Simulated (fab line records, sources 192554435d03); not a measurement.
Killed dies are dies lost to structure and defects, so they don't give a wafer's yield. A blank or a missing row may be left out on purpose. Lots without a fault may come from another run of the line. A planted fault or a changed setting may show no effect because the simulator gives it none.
Problem report in the 8D (eight disciplines) form, filled by code | flow n5_finfet | the parts of the form that need people (team, actions taken, sign-off) are left out

1. THE PROBLEM
spin_speed_rpm at N5_BEOL_M7_COAT_71 reads a mean of 1571.3 rpm on 6 wafers of 2 lots; wafers without a fault read 1499.8 rpm with a standard deviation of 1. That is +72 standard deviations from the usual mean.
The step: time 60 s, resist thk 5 nm.
First seen on wafer L732.3, day 13 05:39, on litho_track-05. The record holds 12 wafers of 4 lots with a number at this step. Rule for "out", or "out of limits": more than 4 standard deviations from the usual mean. The other wafers with a number count as sound.

2. WHAT IT IS AND WHAT IT IS NOT
question                    | is                     | is not
which readings at this step | spin_speed_rpm         | chill_plate_temp_C
which lots                  | L732, L736             | L716, L739
which wafers of those lots  | all that have a number | -
read on which tools         | litho_track-05         | litho_track-04
when                        | from day 13 05:39      | up to then (3 sound wafers); but 3 sound wafers of L739 came after

3. SUSPECTS, AND WHAT RULES EACH OUT
Counting: a tool at a process step up to the reading stays a suspect if it ran every lot that is out and no sound lot after the first of them.
- litho_track-05 at N5_BEOL_M7_COAT_71 (time 60 s, resist thk 5 nm): kept. It ran every lot that is out, first L732 (day 13 05:39), and no sound lot after that; its last sound lot up to then is L716 (day 9 07:54). Its own readings are out on those wafers: spin_speed_rpm.
Left after counting: litho_track-05 at N5_BEOL_M7_COAT_71.

4. THE CAUSE (what the simulator had put in)
Process parameter drift: litho_track-05, from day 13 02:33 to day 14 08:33, at N5_BEOL_M7_COAT_71. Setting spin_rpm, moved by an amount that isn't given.
Counting left only this tool.

5. THE CHAIN OF EFFECTS, in route order
Each row: a reading whose mean over the struck wafers that have a number lies more than 3 standard deviations from the usual. Only readings for which the record gives a usual standard deviation are gone through. hours: the time from each lot's start at the first step in this table that gives one to its start at this step, as a median over the lots. sigmas: the change in usual standard deviations.
hours | step               | reading        | usual      | on struck wafers | change | sigmas
0     | N5_BEOL_M7_COAT_71 | spin_speed_rpm | 1499.8 rpm | 1571.3           | +71.5  | +72
The process steps in it:
- N5_BEOL_M7_COAT_71: time 60 s, resist thk 5 nm.

6. WHAT WOULD HAVE CAUGHT IT SOONER
In this record the first reading out of limits was taken at day 13 05:39, 3 hours after the fault began at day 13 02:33.
